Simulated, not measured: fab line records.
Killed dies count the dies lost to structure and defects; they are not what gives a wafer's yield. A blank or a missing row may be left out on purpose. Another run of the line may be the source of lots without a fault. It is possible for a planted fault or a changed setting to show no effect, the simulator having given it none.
A struck lot beside a sound one    flow n5 finfet    17 steps out of a route of 1938
Sound: the wafers L427.2, L427.3, L427.5. Struck: wafers L436.1, L436.4. (L436.5 of the same lot was not struck and is left out.) The cause comes at the end.
Order at every step that has rows: each side's tool, ch and its chambers, its first start. Under that, the readings that differ: sound wafers    struck wafers    difference of the means    sigmas: that difference in standard deviations of wafers without a fault.
alike: readings with means less than 2 such deviations apart, plus words and numbers identical on both sides. not compared: withheld readings, readings lacking a value on some wafer, bounds such as >300 that could conceal the same value, and numbers that have no deviation in the record and whose values overlap.
A row with sigmas, a row that says differs or no value, or rows on one side alone: a step with any of these is where the two part. Numbers that don't overlap but have no deviation are shown without sigmas and don't part them. A reading that every wafer of one side lacks parts them only if that side has two wafers or more.

first, 4 steps without rows for these wafers: N5_BEOL_M6_HM_STRIP_39 (strips TiN in peroxide tin strip, target depth 25 nm, time 158 s); N5_BEOL_M6_SRD_40 (time 30 s); N5_BEOL_M6_PRECLEAN_42 (cleans in residue remover, time 60 s); N5_BEOL_M6_SRD_43 (time 30 s).
N5_BEOL_M6_CD_MEAS_35: target cd 40 nm, target cd y 28 nm.
  sound on cd sem-03, day 11 19:56; struck on cd sem-03, day 14 21:47
  alike: cd nm
then, 1 step without rows for these wafers: N5_BEOL_M6_CURE_75 (cures SiCOH lowk, time 120 s).
N5_BEOL_M6_DEGAS_44: time 60 s.
  sound on pvd sputter-01, day 11 20:20; struck on pvd sputter-02, day 14 22:12
  alike: heater power w
N5_BEOL_M6_PRE_CLEAN_45: time 30 s.
  sound on pvd sputter-01, day 11 20:23; struck on pvd sputter-02, day 14 22:14
  alike: heater power w
N5_BEOL_M6_ALD_77: deposits TaN, target thk 2 nm, pulse time 2 s, purge time 3 s.
  sound on ald metal-01 ch 0,1, day 11 20:26; struck on ald metal-01 ch 0,3, day 14 22:18
  alike: heater power outer w, heater power w, precursor vessel temp c
N5_BEOL_M6_SURFACE_TREAT_79:
  sound on pvd sputter-02, day 11 20:43; struck on pvd sputter-01, day 14 22:38
  not compared: throttle valve pct
then, 1 step without rows for these wafers: N5_BEOL_M6_CVD_78 (deposits Co from CCTBA/H2, target thk 2 nm, time 142.3 s).
N5_BEOL_M6_SPUTTER_48: material Cu, target thk 10 nm, time 1.667 s.
  sound on pvd sputter-03, day 11 22:29; struck on pvd sputter-03, day 14 22:53
  alike: throttle valve pct
N5_BEOL_M6_ECD_50: material Cu, target thk 300 nm.
  sound on ecd cu-02 ch 1, day 11 22:37; struck on ecd cu-02 ch 0,1, day 14 22:59
reading                                 sound              struck       difference  sigmas
model.Cu_of_BEOL_M6_ECD_50.thk nm (nm)  305.4 305.8 302.8  552.2 558.2  +250.5      
then, 1 step without rows for these wafers: N5_BEOL_M6_ANNEAL_51 (time 90 s).
N5_BEOL_M6_CMP_52: polishes, stops on SiCOH lowk, t overpolish 6.9 s, target thk 80 nm.
  sound on cmp-04 ch 0,2,3, day 11 23:02; struck on cmp-02 ch 1,3, day 14 23:37
reading                 sound     struck   difference  sigmas
time to endpoint s (s)  60 54 63  113 113  +54         +16
  alike: motor current A, slurry filter dp kPa
N5_BEOL_M6_THK_MEAS_53: measures by xrf.
  sound on film metro-02, day 11 23:18; struck on film metro-01, day 14 23:53
  alike: M6_THK
N5_PASSIVATION_PROBE_49:
  the record holds rows for the sound wafers here (prober-02, day 15 20:47) but none for the struck ones

== WHERE THEY PART ==
At N5_BEOL_M6_CMP_52 first; at N5_PASSIVATION_PROBE_49 last (within this record only).

WHY: the cause the simulator had injected
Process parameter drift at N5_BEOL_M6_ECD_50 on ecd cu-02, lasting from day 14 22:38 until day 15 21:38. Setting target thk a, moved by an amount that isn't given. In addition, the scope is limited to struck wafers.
